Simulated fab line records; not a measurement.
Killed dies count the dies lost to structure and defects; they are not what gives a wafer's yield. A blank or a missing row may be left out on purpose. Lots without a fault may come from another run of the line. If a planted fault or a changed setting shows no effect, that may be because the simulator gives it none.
Chamber matching	flow n5Finfet	N5_MOL_CONTACT_COAG_ALD_123 on aldSin-01 has 4 sister chambers
The step deposits SiNx, target thk 5 nm, pulse time 1 s, purge time 2 s. 4 wafers are shown with their chamber, then 9 later ones without.

== EACH WAFER AND ITS CHAMBER ==
wafer	chamber	heaterPowerW (W)
L088.5	1	852
L089.1	3	798
L089.3	0	1047
L089.4	2	688

== WAFERS WITH NO CHAMBER GIVEN ==
wafer	heaterPowerW (W)
L090.1	865
L090.2	1049
L090.3	802
L091.1	706
L091.2	789
L091.5	684
L093.1	1059
L093.2	868
L093.5	712

== WHICH CHAMBER EACH ONE RAN IN ==
wafer	from the rows above	in truth
L090.1	1	1
L090.2	0	0
L090.3	3	3
L091.1	2	2
L091.2	3	3
L091.5	2	2
L093.1	0	0
L093.2	1	1
L093.5	2	2
Placed correctly: 9 of 9. Number that these rows cannot place: 0. Number placed wrongly: 0.
How it was worked out, from the rows above alone: a wafer's distance from a chamber is the root of the sum, over the readings, of the square of ((its reading less the chamber's mean) divided by the reading's scatter). If the next closest chamber is less than 2 further off than the closest, the wafer can't be placed; otherwise it belongs to the closest. For every chamber, the mean is computed from those of its wafers that are shown. The scatter: root of mean squared gap, hidden wafer to nearest shown wafer, with one shown wafer a chamber.
